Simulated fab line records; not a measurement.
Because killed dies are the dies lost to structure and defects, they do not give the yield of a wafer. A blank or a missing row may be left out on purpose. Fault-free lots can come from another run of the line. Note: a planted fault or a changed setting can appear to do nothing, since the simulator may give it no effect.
fab line records ; flow n5_finfet
[record] lots = 6; wafers = 18; last_day = 19
route steps=1938 shown BEOL_M14@1741
lots that met no fault: taken from a fault-free run of the same line
start_h: start of the lot's first displayed wafer, in hours after the record's first day ; wait_h: hours from the lot's prior step to this one ; " unchanged from the row above ; L1.1+2: one row covering several wafers at once ; - no value, or no start was given ; * or withheld: withheld ; < > ~ a bound
route shown NAME@n: a module of which the file shows steps, and the number in the route of the first ; usual: average and standard deviation across the fault-free wafers ; same: alike in all rows ; chamber/n: place in a boat ; sites: the reading at each site ; _std_site: their standard deviation ; _edge_site: the outer-site mean with the inner-site mean subtracted ; radius_mm: how far each site lies from the wafer's centre ; mask NAME#n: copy n ; behind: the tool/chamber that last shaped the wafer ; hold: why the lot was held/for how many hours/how that ended ; device: the transistor (n, p or np) that didn't switch ; end of line: tests run on the same wafers once the route is complete ; a step without rows: its recipe alone ; killed: dies that structure and defects cost at the first sort, which is not the same as the wafer's yield ; map: the dies of a wafer, with x for killed, . for not killed, _ for no die there
set.NAME: the run value of the setting; set.NAME@STEP: its run value at that earlier step ; model.NAME: the simulator's own value behind a step, which no gauge read
certain route steps with their lots: each step a table, each wafer a row
services: the hour from which a tool's chamber was out of use, counted from the record's first day as start_h (under 0 if before that day), plus the number of hours and why
[[steps]]
[step N5_BEOL_M14_SOFTBAKE_23]
[recipe] temp_c = 130; time_s = 60
[step N5_BEOL_M14_EXPOSE_25]
[recipe] mask_id = M14; na = 0.8; source_shape = annular; sigma_inner = 0.5; sigma_outer = 0.8; polarization = unpolarized; target_cd_nm = 280; dose_mj = 26.6
[step N5_BEOL_M14_PEB_26]
[recipe] peb_temp_c = 130; peb_time_s = 90
[step N5_BEOL_M14_DEVELOP_27]
[recipe] develop_time_s = 45; rinse_liquid = diw; dry = air_spin; dev_temp_c = 21
[step N5_BEOL_M14_HARDBAKE_32]
[recipe] temp_c = 130; time_s = 120
[step N5_BEOL_M14_CD_MEAS_28]
[recipe] target_cd_nm = 284.4; landing_energy_ev = 500; detector = se_inlens
[usual] cd_nm = 284.6/1.6
[same] landing_energy_ev = 500
lot.wafer;tool;chamber;start_h;wait_h;cd_nm
L587.1;cd_sem-01;0;352.19;-;282.9
L587.2;cd_sem-01;0;352.19;-;283.7
L587.5;cd_sem-01;0;352.19;-;282.6
L588.1;cd_sem-03;0;355.23;-;287.1
L588.3;cd_sem-03;0;355.23;-;285.6
L588.5;cd_sem-03;0;355.23;-;282.5
L590.1;cd_sem-01;0;372.91;-;283.9
L590.5;cd_sem-01;0;372.91;-;283.0
L590.6;cd_sem-01;0;372.91;-;284.4
L591.2;cd_sem-03;0;386.95;-;284.5
L591.3;cd_sem-03;0;386.95;-;284.6
L591.4;cd_sem-03;0;386.95;-;284.2
L593.2;cd_sem-02;0;403.32;-;283.5
L593.4;cd_sem-02;0;403.32;-;284.9
L593.5;cd_sem-02;0;403.32;-;285.7
L600.1;cd_sem-02;0;427.94;-;287.4
L600.3;cd_sem-02;0;427.94;-;287.0
L600.4;cd_sem-02;0;427.94;-;283.7
[step N5_BEOL_M14_OVL_MEAS_29]
[recipe] points_per_wafer = 44
[usual] M14_OVL = 0/4.4
lot.wafer;tool;chamber;start_h;wait_h;M14_OVL[nm]
L587.1;overlay-01;0;352.22;0.0;4
L587.2;overlay-01;0;352.22;0.0;2
L587.5;overlay-01;0;352.22;0.0;-5
L588.1;overlay-01;0;355.26;0.0;-3
L588.3;overlay-01;0;355.26;0.0;-4
L588.5;overlay-01;0;355.26;0.0;-2
L590.1;overlay-01;0;372.94;0.0;-1
L590.5;overlay-01;0;372.94;0.0;-3
L590.6;overlay-01;0;372.94;0.0;2
L591.2;overlay-02;0;386.98;0.0;4
L591.3;overlay-02;0;386.98;0.0;4
L591.4;overlay-02;0;386.98;0.0;12
L593.2;overlay-02;0;403.35;0.0;5
L593.4;overlay-02;0;403.35;0.0;4
L593.5;overlay-02;0;403.35;0.0;3
L600.1;overlay-01;0;427.97;0.0;4
L600.3;overlay-01;0;427.97;0.0;0
L600.4;overlay-01;0;427.97;0.0;-1
[step N5_BEOL_M14_INSPECT_30]
[recipe] mode = adi; inspect_instrument = macro
[usual] raw_defect_count = 1.9/1.2
lot.wafer;tool;chamber;start_h;wait_h;raw_defect_count
L587.1;defect_inspect-01;-;352.24;0.0;1
L587.2;defect_inspect-01;-;352.24;0.0;4
L587.5;defect_inspect-01;-;352.24;0.0;2
L588.1;defect_inspect-02;-;355.28;0.0;1
L588.3;defect_inspect-02;-;355.28;0.0;2
L588.5;defect_inspect-02;-;355.28;0.0;1
L590.1;defect_inspect-01;-;372.96;0.0;1
L590.5;defect_inspect-01;-;372.96;0.0;1
L590.6;defect_inspect-01;-;372.96;0.0;0
L591.2;defect_inspect-01;-;387.00;0.0;4
L591.3;defect_inspect-01;-;387.00;0.0;1
L591.4;defect_inspect-01;-;387.00;0.0;2
L593.2;defect_inspect-01;-;403.37;0.0;1
L593.4;defect_inspect-01;-;403.37;0.0;2
L593.5;defect_inspect-01;-;403.37;0.0;2
L600.1;defect_inspect-02;-;427.99;0.0;2
L600.3;defect_inspect-02;-;427.99;0.0;3
L600.4;defect_inspect-02;-;427.99;0.0;2
[step N5_BEOL_M14_DESCUM_33]
[recipe] chemistry = O2; time_s = 7.9; source_power_w = 50; bias_power_w = 20; pressure_mtorr = 20; rf_frequency_hz = 2.712e+07; temp_c = 40; o2_flow_sccm = 225
[usual] drypump_motor_current_A = 5.8/0.5; oes_product_au = 0.81/0.086; rf_vpp_V = 243.3/1.6; showerhead_plenum_p_Torr = 2.11/0.085; temp_c = 40.00/0.1; throttle_valve_pct = 20.4/0.35
[same] time_s = 7.9
lot.wafer;tool;chamber;start_h;wait_h;drypump_motor_current_A;oes_product_au;rf_hours_counter_h;rf_vpp_V;showerhead_plenum_p_Torr;temp_c;throttle_valve_pct
L587.1;rie_diel-03;2;352.28;0.0;5.3;0.71;190;240.5;2.00;40.02;20.2
L587.2;rie_diel-03;0;352.28;0.0;5.6;0.90;28;245.6;2.24;40.01;20.2
L587.5;rie_diel-03;0;352.28;0.0;5.7;0.89;-;245.3;2.24;40.05;20.2
L588.1;rie_diel-04;3;355.32;0.0;5.2;0.87;40;246.2;2.22;40.18;20.0
L588.3;rie_diel-04;0;355.32;0.0;6.0;0.69;206;242.8;2.09;40.04;21.0
L588.5;rie_diel-04;0;355.32;0.0;6.0;0.69;-;242.2;2.09;39.92;21.0
L590.1;rie_diel-03;3;373.00;0.0;6.5;0.91;15;244.9;2.14;40.13;20.1
L590.5;rie_diel-03;2;373.00;0.0;5.3;0.70;-;241.2;2.00;39.93;20.2
L590.6;rie_diel-03;3;373.00;0.0;6.5;0.90;-;243.8;2.14;40.03;20.1
L591.2;rie_diel-01;0;387.03;0.0;6.4;0.95;10;244.3;2.13;39.98;20.4
L591.3;rie_diel-01;1;387.03;0.0;5.8;0.81;98;240.5;2.02;39.88;20.5
L591.4;rie_diel-01;3;387.03;0.0;5.9;0.83;114;243.2;2.03;39.95;20.1
L593.2;rie_diel-03;2;403.41;0.0;5.3;0.70;208;242.4;1.99;39.96;20.2
L593.4;rie_diel-03;1;403.41;0.0;5.2;0.83;73;242.9;2.12;40.05;20.1
L593.5;rie_diel-03;3;403.41;0.0;6.5;0.88;-;243.8;2.14;40.08;20.1
L600.1;rie_diel-04;2;428.03;0.0;5.6;0.91;22;246.0;2.25;40.12;20.6
L600.3;rie_diel-04;1;428.03;0.0;6.4;0.80;102;243.5;2.11;39.90;20.2
L600.4;rie_diel-04;0;428.03;0.0;6.0;0.67;228;242.9;2.08;40.08;21.1
[step N5_BEOL_M14_ETCH_67]
[recipe] chemistry = CF4; target = SiARC; target_depth_a = 1430; time_s = 238.3; ion_energy_ev = 80; pressure_mtorr = 40; source_w = 545; bias_w = 36; Ar_flow_sccm = 100; cf4_flow_sccm = 100; ends = cleared
[usual] bias_w = 36.00/0.085; drypump_motor_current_A = 5.8/0.5; etch_rf_on_time_s = 242/3.9; oes_product_au = 0.69/0.072; rf_vpp_V = 184.2/1.4; showerhead_plenum_p_Torr = 2.15/0.083; throttle_valve_pct = 15.5/0.33
lot.wafer;tool;chamber;start_h;wait_h;bias_w;drypump_motor_current_A;etch_rf_on_time_s;oes_product_au;rf_hours_counter_h;rf_vpp_V;showerhead_plenum_p_Torr;throttle_valve_pct
L587.1;rie_diel-03;2;352.32;0.0;36.01;5.3;245;0.61;190;184.9;2.04;15.5
L587.2;rie_diel-03;0;352.32;0.0;35.89;5.6;245;0.75;28;185.0;2.27;15.3
L587.5;rie_diel-03;0;352.32;0.0;35.96;5.6;242;0.76;-;184.7;2.27;15.3
L588.1;rie_diel-04;3;355.35;0.0;36.03;5.2;243;0.73;40;185.5;2.26;15.1
L588.3;rie_diel-04;0;355.35;0.0;36.05;6.0;249;0.58;206;182.8;2.12;16.1
L588.5;rie_diel-04;0;355.35;0.0;36.04;6.0;251;0.58;-;184.0;2.12;16.1
L590.1;rie_diel-03;3;373.03;0.0;36.07;6.5;238;0.78;15;183.7;2.18;15.2
L590.5;rie_diel-03;2;373.03;0.0;36.16;5.3;243;0.61;-;182.6;2.04;15.4
L590.6;rie_diel-03;3;373.03;0.0;35.92;6.5;240;0.78;-;184.8;2.18;15.2
L591.2;rie_diel-01;0;387.07;0.0;36.11;6.4;240;0.82;10;185.1;2.20;15.6
L591.3;rie_diel-01;1;387.07;0.0;36.15;5.8;235;0.69;98;183.7;2.07;15.7
L591.4;rie_diel-01;3;387.07;0.0;35.96;6.0;233;0.70;114;182.1;2.07;15.3
L593.2;rie_diel-03;2;403.45;0.0;35.96;5.3;242;0.60;208;182.5;2.04;15.5
L593.4;rie_diel-03;1;403.45;0.0;35.93;5.2;244;0.71;73;184.3;2.16;15.3
L593.5;rie_diel-03;3;403.45;0.0;36.03;6.5;238;0.76;-;184.7;2.18;15.2
L600.1;rie_diel-04;2;428.06;0.0;35.95;5.6;241;0.76;22;185.3;2.28;15.6
L600.3;rie_diel-04;1;428.06;0.0;35.91;6.4;248;0.66;102;185.2;2.15;15.3
L600.4;rie_diel-04;0;428.06;0.0;36.05;6.0;245;0.58;228;184.6;2.12;16.2
[step N5_BEOL_M14_ETCH_68]
[recipe] chemistry = N2/H2; target = SOC; mask_material = SiARC; source_w = 3000; bias_w = 350; temp_c = 40; time_s = 450; ion_energy_ev = 200; pressure_mtorr = 30; n2_flow_sccm = 200; h2_flow_sccm = 200
[usual] bias_w = 349.9/1.1; drypump_motor_current_A = 5.8/0.5; oes_product_au = 0.81/0.086; rf_vpp_V = 524/3.1; showerhead_plenum_p_Torr = 2.55/0.11; temp_c = 39.99/0.11; throttle_valve_pct = 17.7/0.34
[same] time_s = 450
lot.wafer;tool;chamber;start_h;wait_h;bias_w;drypump_motor_current_A;oes_product_au;rf_hours_counter_h;rf_vpp_V;showerhead_plenum_p_Torr;temp_c;throttle_valve_pct
L587.1;rie_diel-03;2;352.46;0.1;349.3;5.3;0.72;190;522;2.42;40.10;17.5
L587.2;rie_diel-03;0;352.46;0.1;350.7;5.7;0.90;28;528;2.73;40.05;17.6
L587.5;rie_diel-03;0;352.46;0.1;351.6;5.7;0.90;-;528;2.73;40.11;17.6
L588.1;rie_diel-04;3;355.50;0.1;351.5;5.2;0.87;41;528;2.69;39.98;17.2
L588.3;rie_diel-04;0;355.50;0.1;348.9;6.0;0.69;206;525;2.52;39.89;18.3
L588.5;rie_diel-04;0;355.50;0.1;349.4;6.0;0.69;-;521;2.52;39.87;18.3
L590.1;rie_diel-03;3;373.18;0.1;350.4;6.5;0.91;16;524;2.61;39.85;17.5
L590.5;rie_diel-03;2;373.18;0.1;349.8;5.3;0.71;-;521;2.42;40.06;17.6
L590.6;rie_diel-03;3;373.18;0.1;349.8;6.5;0.91;-;526;2.61;39.97;17.5
L591.2;rie_diel-01;0;387.22;0.1;349.1;6.4;0.97;10;525;2.59;39.91;17.6
L591.3;rie_diel-01;1;387.22;0.1;350.4;5.8;0.81;98;521;2.46;40.08;17.8
L591.4;rie_diel-01;3;387.22;0.1;348.4;6.0;0.81;114;522;2.43;40.12;17.3
L593.2;rie_diel-03;2;403.59;0.1;351.0;5.3;0.70;208;521;2.41;40.03;17.6
L593.4;rie_diel-03;1;403.59;0.1;351.3;5.2;0.83;73;524;2.58;39.86;17.5
L593.5;rie_diel-03;3;403.59;0.1;350.1;6.5;0.89;-;525;2.60;39.98;17.5
L600.1;rie_diel-04;2;428.21;0.1;349.6;5.6;0.91;23;529;2.70;40.02;17.7
L600.3;rie_diel-04;1;428.21;0.1;351.9;6.4;0.79;102;524;2.57;39.93;17.6
L600.4;rie_diel-04;0;428.21;0.1;349.8;6.0;0.67;228;523;2.51;40.08;18.4
[step N5_BEOL_M14_STRIP_69]
[recipe] chemistry = N2/H2; temp_c = 40; n2_flow_sccm = 200; h2_flow_sccm = 200; rf_frequency_hz = 6e+07
[step N5_BEOL_M14_TRENCH_ETCH_34]
[recipe] chemistry = C4F8/O2/Ar; target = SiO2; target_depth_a = 5566.5; mask_material = SOC; he_inner_torr = 15; he_outer_torr = 30; time_s = 126.9; ion_energy_ev = 800; pressure_mtorr = 20; source_w = 1905; bias_w = 2040; Ar_flow_sccm = 400; C4F8_flow_sccm = 16; O2_flow_sccm = 12
[usual] bias_w = 2041/6.5; drypump_motor_current_A = 5.8/0.5; oes_product_au = 0.80/0.084; rf_vpp_V = 2240/36; showerhead_plenum_p_Torr = 3.45/0.13; throttle_valve_pct = 30.8/0.33
[same] time_s = 126.9
lot.wafer;tool;chamber;start_h;wait_h;bias_w;drypump_motor_current_A;oes_product_au;rf_hours_counter_h;rf_vpp_V;showerhead_plenum_p_Torr;throttle_valve_pct
L587.1;rie_diel-03;2;352.74;0.0;2044;5.3;0.71;190;2237;3.29;30.5
L587.2;rie_diel-03;0;352.74;0.0;2048;5.7;0.89;28;2254;3.65;30.7
L587.5;rie_diel-03;0;352.74;0.0;2039;5.7;0.89;-;2252;3.65;30.7
L588.1;rie_diel-04;3;355.77;0.0;2037;5.2;0.85;41;2320;3.63;30.4
L588.3;rie_diel-04;0;355.77;0.0;2036;6.0;0.70;206;2208;3.41;31.4
L588.5;rie_diel-04;0;355.77;0.0;2040;6.0;0.69;-;2206;3.41;31.4
L590.1;rie_diel-03;3;373.45;0.0;1965;6.5;0.89;16;2152;3.49;30.4
L590.5;rie_diel-03;2;373.45;0.0;1967;5.3;0.69;-;2178;3.29;30.5
L590.6;rie_diel-03;3;373.45;0.0;1972;6.5;0.90;-;2154;3.49;30.4
L591.2;rie_diel-01;0;387.49;0.0;2036;6.4;0.96;11;2179;3.52;31.1
L591.3;rie_diel-01;1;387.49;0.0;2050;5.7;0.81;98;2235;3.31;30.9
L591.4;rie_diel-01;3;387.49;0.0;2043;5.9;0.82;114;2214;3.33;30.6
L593.2;rie_diel-03;2;403.87;0.0;1962;5.3;0.69;208;2177;3.28;30.6
L593.4;rie_diel-03;1;403.87;0.0;1966;5.2;0.83;73;2172;3.48;30.6
L593.5;rie_diel-03;3;403.87;0.0;1956;6.5;0.88;-;2151;3.48;30.4
L600.1;rie_diel-04;2;428.48;0.0;2045;5.6;0.89;23;2313;3.64;31.0
L600.3;rie_diel-04;1;428.48;0.0;2044;6.4;0.77;103;2264;3.47;30.7
L600.4;rie_diel-04;0;428.48;0.0;2042;6.0;0.67;228;2206;3.40;31.4
[step N5_BEOL_M14_STRIP_70]
[recipe] chemistry = C4F8/O2/Ar; resist = SiARC; rf_frequency_hz = 6e+07
[[services]]
tool;chamber;start_h;hours;kind
rie_diel-01;0;335.79;-;clean
rie_diel-01;0;335.79;-;consumable_replace:focus_ring
rie_diel-01;0;335.79;19.3;scheduled_down
rie_diel-01;0;335.79;19.3;vent_cycle
rie_diel-03;0;346.69;3.6;repair
rie_diel-04;2;349.27;-;clean
rie_diel-04;2;349.27;-;consumable_replace:focus_ring
rie_diel-04;2;349.27;-;consumable_replace:showerhead
rie_diel-04;2;349.27;16.0;scheduled_down
rie_diel-04;2;349.27;16.0;vent_cycle
rie_diel-03;3;355.22;1.7;repair
rie_diel-03;0;357.58;3.6;repair
rie_diel-04;0;357.66;5.9;repair
rie_diel-03;-;374.21;0.7;repair
[[key]]
[first_sign] step = N5_BEOL_M14_TRENCH_ETCH_34; reading = bias_w; direction = down; sigmas = 12; usual = *; struck = *
[effect] step = N5_BEOL_M14_TRENCH_ETCH_34; reading = rf_vpp_V; direction = down; sigmas = 2.1; usual = 2240; struck = 2164
met_at N5_BEOL_M14_TRENCH_ETCH_34
struck_wafers L590.1,L590.5,L590.6,L593.2,L593.4,L593.5
onset_between 352.74 373.45
[fault] kind = process_parameter_drift; tool = rie_diel-03; chamber = -; onset_h = 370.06; steps = N5_BEOL_M14_TRENCH_ETCH_34; channel = bias_w; offset = *; shape = step; end_h = 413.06; acts_in = *; stated = *
